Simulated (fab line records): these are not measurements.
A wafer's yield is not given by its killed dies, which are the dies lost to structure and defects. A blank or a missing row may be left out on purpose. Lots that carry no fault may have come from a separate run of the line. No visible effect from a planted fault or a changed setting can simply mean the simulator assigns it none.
Which tool did it? || flow n5 finfet || 30 wafers from 10 lots sampled at 6 of the route's 1938 steps

## WHAT THE GAUGES READ, wafer by wafer
N5_BEOL_M1_OCD_MEAS_38. Usual: trench depth nm 54.7 nm, standard deviation 1.1.
{"lot": "L529", "measured": "day 6 22:11", "on": "ocd-02", "trench depth nm (nm)": "56.4 55.9 54.4", "flag": ""}
{"lot": "L532", "measured": "day 7 10:14", "on": "ocd-01", "trench depth nm (nm)": "54.0 54.9 55.7", "flag": ""}
{"lot": "L533", "measured": "day 7 20:32", "on": "ocd-01", "trench depth nm (nm)": "54.1 55.3 54.5", "flag": ""}
{"lot": "L539", "measured": "day 9 12:13", "on": "ocd-02", "trench depth nm (nm)": "53.9 55.8 55.1", "flag": ""}
{"lot": "L542", "measured": "day 10 14:47", "on": "ocd-02", "trench depth nm (nm)": "56.4 53.1 56.9", "flag": ""}
{"lot": "L543", "measured": "day 10 17:23", "on": "ocd-01", "trench depth nm (nm)": "53.6 55.6 53.3", "flag": ""}
{"lot": "L544", "measured": "day 10 18:25", "on": "ocd-01", "trench depth nm (nm)": "53.8 57.0 55.5", "flag": ""}
{"lot": "L548", "measured": "day 11 13:39", "on": "ocd-02", "trench depth nm (nm)": "53.5 53.7 55.4", "flag": ""}
{"lot": "L549", "measured": "day 12 03:10", "on": "ocd-02", "trench depth nm (nm)": "55.6 54.1 55.7", "flag": ""}
{"lot": "L550", "measured": "day 12 03:15", "on": "ocd-01", "trench depth nm (nm)": "56.4 53.4 55.4", "flag": ""}

N5_BEOL_M4_RC_MEAS_101. Usual: DIBL_N 36.2 mV/V, standard deviation 1.6; DIBL_P 36.5 mV/V, standard deviation 1.9; IOFF_N 0.158 nA/um, standard deviation 0.027; IOFF_P 0.21 nA/um, standard deviation 0.038; ION_N 675 uA/um, standard deviation 12; ION_P 464 uA/um, standard deviation 8.9; SS_N 71.5 mV/dec, standard deviation 0.61; SS_P 73.4 mV/dec, standard deviation 0.59; VT_N 250.4 mV, standard deviation 3; VT_P -250 mV, standard deviation 3.6.
{"lot": "L529", "measured": "day 8 02:20", "on": "prober-01", "DIBL_N (mV/V)": "35.1 34.4 34.1", "DIBL_P (mV/V)": "35.1 34.7 33.3", "IOFF_N (nA/um)": "0.140 0.130 0.114", "IOFF_P (nA/um)": "0.18 0.18 0.16", "ION_N (uA/um)": "670 663 656", "ION_P (uA/um)": "458 461 449", "SS_N (mV/dec)": "71.4 70.9 71.2", "SS_P (mV/dec)": "73.4 73.1 72.0", "VT_N (mV)": "250.7 255.0 254.7", "VT_P (mV)": "-254 -254 -255", "flag": ""}
{"lot": "L539", "measured": "day 11 11:46", "on": "prober-02", "DIBL_N (mV/V)": "34.4 37.1 36.1", "DIBL_P (mV/V)": "33.6 37.9 35.3", "IOFF_N (nA/um)": "0.128 0.175 0.154", "IOFF_P (nA/um)": "0.15 0.22 0.17", "ION_N (uA/um)": "658 672 674", "ION_P (uA/um)": "446 456 456", "SS_N (mV/dec)": "70.3 71.5 71.2", "SS_P (mV/dec)": "72.3 74.1 72.9", "VT_N (mV)": "251.3 248.8 248.4", "VT_P (mV)": "-258 -250 -251", "flag": ""}
{"lot": "L542", "measured": "day 12 11:15", "on": "prober-02", "DIBL_N (mV/V)": "37.1 38.5 34.4", "DIBL_P (mV/V)": "37.4 39.3 34.7", "IOFF_N (nA/um)": "0.173 0.206 0.120", "IOFF_P (nA/um)": "0.23 0.26 0.17", "ION_N (uA/um)": "671 692 666", "ION_P (uA/um)": "463 472 460", "SS_N (mV/dec)": "72.1 72.1 70.2", "SS_P (mV/dec)": "73.3 73.4 72.3", "VT_N (mV)": "249.0 246.0 255.4", "VT_P (mV)": "-249 -246 -254", "flag": ""}
{"lot": "L543", "measured": "day 12 12:49", "on": "prober-02", "DIBL_N (mV/V)": "36.2 35.3 35.5", "DIBL_P (mV/V)": "35.3 34.9 35.6", "IOFF_N (nA/um)": "0.141 0.142 0.138", "IOFF_P (nA/um)": "0.18 0.18 0.18", "ION_N (uA/um)": "677 668 685", "ION_P (uA/um)": "464 460 457", "SS_N (mV/dec)": "70.7 71.1 71.1", "SS_P (mV/dec)": "73.0 72.6 73.1", "VT_N (mV)": "250.3 249.4 251.5", "VT_P (mV)": "-253 -252 -254", "flag": ""}
{"lot": "L544", "measured": "day 12 15:55", "on": "prober-01", "DIBL_N (mV/V)": "36.6 37.2 35.2", "DIBL_P (mV/V)": "37.1 37.6 36.7", "IOFF_N (nA/um)": "0.172 0.176 0.142", "IOFF_P (nA/um)": "0.21 0.22 0.20", "ION_N (uA/um)": "666 669 673", "ION_P (uA/um)": "463 458 462", "SS_N (mV/dec)": "72.4 72.7 71.5", "SS_P (mV/dec)": "72.5 74.3 73.6", "VT_N (mV)": "249.4 250.6 252.4", "VT_P (mV)": "-252 -252 -253", "flag": ""}
{"lot": "L548", "measured": "day 13 14:35", "on": "prober-02", "DIBL_N (mV/V)": "35.7 36.8 35.6", "DIBL_P (mV/V)": "35.7 38.1 36.5", "IOFF_N (nA/um)": "0.158 0.175 0.165", "IOFF_P (nA/um)": "0.18 0.23 0.20", "ION_N (uA/um)": "677 666 677", "ION_P (uA/um)": "459 457 468", "SS_N (mV/dec)": "71.2 71.6 71.4", "SS_P (mV/dec)": "72.7 73.8 72.8", "VT_N (mV)": "248.8 247.5 248.2", "VT_P (mV)": "-254 -250 -251", "flag": ""}
{"lot": "L549", "measured": "day 14 08:34", "on": "prober-02", "DIBL_N (mV/V)": "35.0 34.2 32.9", "DIBL_P (mV/V)": "34.8 34.5 33.3", "IOFF_N (nA/um)": "0.149 0.141 0.116", "IOFF_P (nA/um)": "0.22 0.22 0.19", "ION_N (uA/um)": "664 686 666", "ION_P (uA/um)": "463 482 469", "SS_N (mV/dec)": "71.1 70.4 71.3", "SS_P (mV/dec)": "72.8 73.0 73.1", "VT_N (mV)": "250.4 249.9 252.7", "VT_P (mV)": "-248 -248 -251", "flag": ""}
{"lot": "L550", "measured": "day 14 01:01", "on": "prober-01", "DIBL_N (mV/V)": "38.4 36.2 36.0", "DIBL_P (mV/V)": "38.9 36.3 35.3", "IOFF_N (nA/um)": "0.223 0.157 0.158", "IOFF_P (nA/um)": "0.30 0.23 0.21", "ION_N (uA/um)": "690 666 675", "ION_P (uA/um)": "478 461 461", "SS_N (mV/dec)": "73.0 71.9 71.6", "SS_P (mV/dec)": "74.6 73.7 72.9", "VT_N (mV)": "246.9 252.2 252.8", "VT_P (mV)": "-245 -248 -252", "flag": ""}

## TOOL THAT RAN EACH LOT (tool first, then ch and the chambers of the sampled wafers, then the start)
{"lot": "L529", "N5_BEOL_M1_PRE_CLEAN_45": "pvd sputter-03, day 6 22:45", "N5_BEOL_M1_CVD_47": "cvd co-01 ch 0,1, day 6 23:19", "N5_BEOL_M1_SPUTTER_86": "pvd sputter-03, day 7 00:26", "N5_BEOL_M1_CMP_52": "cmp-04 ch 1,2,3, day 7 02:06"}
{"lot": "L532", "N5_BEOL_M1_PRE_CLEAN_45": "pvd sputter-03, day 7 10:37", "N5_BEOL_M1_CVD_47": "cvd co-01 ch 1,2, day 7 10:59", "N5_BEOL_M1_SPUTTER_86": "pvd sputter-02, day 7 11:56", "N5_BEOL_M1_CMP_52": "cmp-01 ch 0,3, day 7 13:32"}
{"lot": "L533", "N5_BEOL_M1_PRE_CLEAN_45": "pvd sputter-03, day 7 20:49", "N5_BEOL_M1_CVD_47": "cvd co-02 ch 0,1,2, day 7 21:17", "N5_BEOL_M1_SPUTTER_86": "pvd sputter-03, day 7 22:07", "N5_BEOL_M1_CMP_52": "cmp-04 ch 1,3, day 7 23:55"}
{"lot": "L539", "N5_BEOL_M1_PRE_CLEAN_45": "pvd sputter-03, day 9 12:40", "N5_BEOL_M1_CVD_47": "cvd co-02 ch 1,2, day 9 13:04", "N5_BEOL_M1_SPUTTER_86": "pvd sputter-01, day 9 13:56", "N5_BEOL_M1_CMP_52": "cmp-02 ch 1,2,3, day 9 15:32"}
{"lot": "L542", "N5_BEOL_M1_PRE_CLEAN_45": "pvd sputter-02, day 10 15:13", "N5_BEOL_M1_CVD_47": "cvd co-02 ch 0,2, day 10 15:34", "N5_BEOL_M1_SPUTTER_86": "pvd sputter-02, day 10 16:42", "N5_BEOL_M1_CMP_52": "cmp-02 ch 0,1,3, day 10 18:35"}
{"lot": "L543", "N5_BEOL_M1_PRE_CLEAN_45": "pvd sputter-02, day 10 17:55", "N5_BEOL_M1_CVD_47": "cvd co-02 ch 0,2, day 10 18:20", "N5_BEOL_M1_SPUTTER_86": "pvd sputter-01, day 10 19:12", "N5_BEOL_M1_CMP_52": "cmp-01 ch 1,3, day 10 20:58"}
{"lot": "L544", "N5_BEOL_M1_PRE_CLEAN_45": "pvd sputter-03, day 10 19:20", "N5_BEOL_M1_CVD_47": "cvd co-01 ch 0,1,2, day 10 19:49", "N5_BEOL_M1_SPUTTER_86": "pvd sputter-02, day 10 20:46", "N5_BEOL_M1_CMP_52": "cmp-04 ch 0,1,3, day 10 22:28"}
{"lot": "L548", "N5_BEOL_M1_PRE_CLEAN_45": "pvd sputter-01, day 11 14:17", "N5_BEOL_M1_CVD_47": "cvd co-02 ch 1,2, day 11 14:41", "N5_BEOL_M1_SPUTTER_86": "pvd sputter-03, day 11 15:30", "N5_BEOL_M1_CMP_52": "cmp-02 ch 0,1,3, day 11 17:05"}
{"lot": "L549", "N5_BEOL_M1_PRE_CLEAN_45": "pvd sputter-02, day 12 03:46", "N5_BEOL_M1_CVD_47": "cvd co-02 ch 0,1,2, day 12 04:21", "N5_BEOL_M1_SPUTTER_86": "pvd sputter-01, day 12 05:34", "N5_BEOL_M1_CMP_52": "cmp-02 ch 0,3, day 12 07:45"}
{"lot": "L550", "N5_BEOL_M1_PRE_CLEAN_45": "pvd sputter-01, day 12 03:50", "N5_BEOL_M1_CVD_47": "cvd co-01 ch 0,1,2, day 12 04:14", "N5_BEOL_M1_SPUTTER_86": "pvd sputter-02, day 12 05:21", "N5_BEOL_M1_CMP_52": "cmp-01 ch 0,1, day 12 07:15"}
- N5_BEOL_M1_PRE_CLEAN_45: time 30 s.
- N5_BEOL_M1_CVD_47: deposits Co from CCTBA/H2, target thk 3 nm, time 223.8 s.
- N5_BEOL_M1_SPUTTER_86: material Cu, target thk 4.5 nm, time 8.29 s.
- N5_BEOL_M1_CMP_52: polishes, stops on SiOC, t overpolish 6.8 s, target thk 40 nm.

## AS READ BY THE TOOLS THEMSELVES (means over the sampled wafers that have a number; for cases with no such wafer, the mark the record gives instead)
N5_BEOL_M1_PRE_CLEAN_45. Usual: heater power w 327 W, standard deviation 33.
{"lot": "L529", "tool": "pvd sputter-03", "heater power w (W)": 364, "flag": ""}
{"lot": "L532", "tool": "pvd sputter-03", "heater power w (W)": 341, "flag": ""}
{"lot": "L533", "tool": "pvd sputter-03", "heater power w (W)": 362, "flag": ""}
{"lot": "L539", "tool": "pvd sputter-03", "heater power w (W)": 341, "flag": ""}
{"lot": "L542", "tool": "pvd sputter-02", "heater power w (W)": 321, "flag": ""}
{"lot": "L543", "tool": "pvd sputter-02", "heater power w (W)": 346, "flag": ""}
{"lot": "L544", "tool": "pvd sputter-03", "heater power w (W)": 318, "flag": ""}
{"lot": "L548", "tool": "pvd sputter-01", "heater power w (W)": 324, "flag": ""}
{"lot": "L549", "tool": "pvd sputter-02", "heater power w (W)": 320, "flag": ""}
{"lot": "L550", "tool": "pvd sputter-01", "heater power w (W)": 280, "flag": ""}

N5_BEOL_M1_CVD_47. Usual: chamber pressure Torr 29.99 Torr, standard deviation 0.065; run length s 246.7 s, standard deviation 0.51.
{"lot": "L529", "tool": "cvd co-01", "chamber pressure Torr (Torr)": 29.98, "run length s (s)": 246.3, "flag": ""}
{"lot": "L532", "tool": "cvd co-01", "chamber pressure Torr (Torr)": "-", "run length s (s)": "-", "flag": "OFF"}
{"lot": "L533", "tool": "cvd co-02", "chamber pressure Torr (Torr)": "-", "run length s (s)": "-", "flag": "OFF"}
{"lot": "L539", "tool": "cvd co-02", "chamber pressure Torr (Torr)": 29.95, "run length s (s)": 246.9, "flag": ""}
{"lot": "L542", "tool": "cvd co-02", "chamber pressure Torr (Torr)": 30.03, "run length s (s)": 247.5, "flag": ""}
{"lot": "L543", "tool": "cvd co-02", "chamber pressure Torr (Torr)": 30.02, "run length s (s)": 247.7, "flag": ""}
{"lot": "L544", "tool": "cvd co-01", "chamber pressure Torr (Torr)": 29.98, "run length s (s)": 246.1, "flag": ""}
{"lot": "L548", "tool": "cvd co-02", "chamber pressure Torr (Torr)": 29.94, "run length s (s)": 246.7, "flag": ""}
{"lot": "L549", "tool": "cvd co-02", "chamber pressure Torr (Torr)": 29.98, "run length s (s)": 247.0, "flag": ""}
{"lot": "L550", "tool": "cvd co-01", "chamber pressure Torr (Torr)": 29.90, "run length s (s)": 246.2, "flag": ""}

N5_BEOL_M1_SPUTTER_86. Usual: throttle valve pct 30.1 %, standard deviation 0.72.
{"lot": "L529", "tool": "pvd sputter-03", "throttle valve pct (%)": 29.7, "flag": ""}
{"lot": "L532", "tool": "pvd sputter-02", "throttle valve pct (%)": 30.6, "flag": ""}
{"lot": "L533", "tool": "pvd sputter-03", "throttle valve pct (%)": 29.9, "flag": ""}
{"lot": "L539", "tool": "pvd sputter-01", "throttle valve pct (%)": 30.4, "flag": ""}
{"lot": "L542", "tool": "pvd sputter-02", "throttle valve pct (%)": 30.1, "flag": ""}
{"lot": "L543", "tool": "pvd sputter-01", "throttle valve pct (%)": 30.8, "flag": ""}
{"lot": "L544", "tool": "pvd sputter-02", "throttle valve pct (%)": 30.3, "flag": ""}
{"lot": "L548", "tool": "pvd sputter-03", "throttle valve pct (%)": 30.2, "flag": ""}
{"lot": "L549", "tool": "pvd sputter-01", "throttle valve pct (%)": 31.0, "flag": ""}
{"lot": "L550", "tool": "pvd sputter-02", "throttle valve pct (%)": 30.2, "flag": ""}

N5_BEOL_M1_CMP_52. Usual: barrier field endpoint s 24.6 s, standard deviation 0.58; motor current A 6.1 A, standard deviation 0.46.
{"lot": "L529", "tool": "cmp-04", "barrier field endpoint s (s)": 25.0, "motor current A (A)": 6.3, "flag": ""}
{"lot": "L532", "tool": "cmp-01", "barrier field endpoint s (s)": 21.5, "motor current A (A)": 6.3, "flag": "OFF"}
{"lot": "L533", "tool": "cmp-04", "barrier field endpoint s (s)": 21.7, "motor current A (A)": 6.2, "flag": "OFF"}
{"lot": "L539", "tool": "cmp-02", "barrier field endpoint s (s)": 24.8, "motor current A (A)": 5.6, "flag": ""}
{"lot": "L542", "tool": "cmp-02", "barrier field endpoint s (s)": 24.7, "motor current A (A)": 5.9, "flag": ""}
{"lot": "L543", "tool": "cmp-01", "barrier field endpoint s (s)": 24.7, "motor current A (A)": 5.7, "flag": ""}
{"lot": "L544", "tool": "cmp-04", "barrier field endpoint s (s)": 24.7, "motor current A (A)": 6.0, "flag": ""}
{"lot": "L548", "tool": "cmp-02", "barrier field endpoint s (s)": 25.2, "motor current A (A)": 5.7, "flag": ""}
{"lot": "L549", "tool": "cmp-02", "barrier field endpoint s (s)": 24.9, "motor current A (A)": 6.2, "flag": ""}
{"lot": "L550", "tool": "cmp-01", "barrier field endpoint s (s)": 24.4, "motor current A (A)": 6.0, "flag": ""}

## THE ANSWER, worked out from the rows above alone
Rule: a lot counts as off when the mean over its wafers that have a number is more than 3 standard deviations away from the usual mean. Also off: a lot with no number at a reading for which 4 or more lots have one. The other lots that the step has rows for count as sound. The gauges are gone through in route order, then the tools' own readings, and for those a lot's mean is taken as printed above. At the first step where some lot is off, the reading lying furthest off is the one used; lots without a number count as furthest.
Off, at N5_BEOL_M1_CVD_47 on chamber pressure Torr: L532, L533. Without a number there: L532, L533.
If a tool, at that step or one of the process steps before it, ran each lot that is off and ran no sound lot following the first of them, it fits. Not one of the candidates tried fits.

## WHAT THE SIMULATOR HAD INSERTED
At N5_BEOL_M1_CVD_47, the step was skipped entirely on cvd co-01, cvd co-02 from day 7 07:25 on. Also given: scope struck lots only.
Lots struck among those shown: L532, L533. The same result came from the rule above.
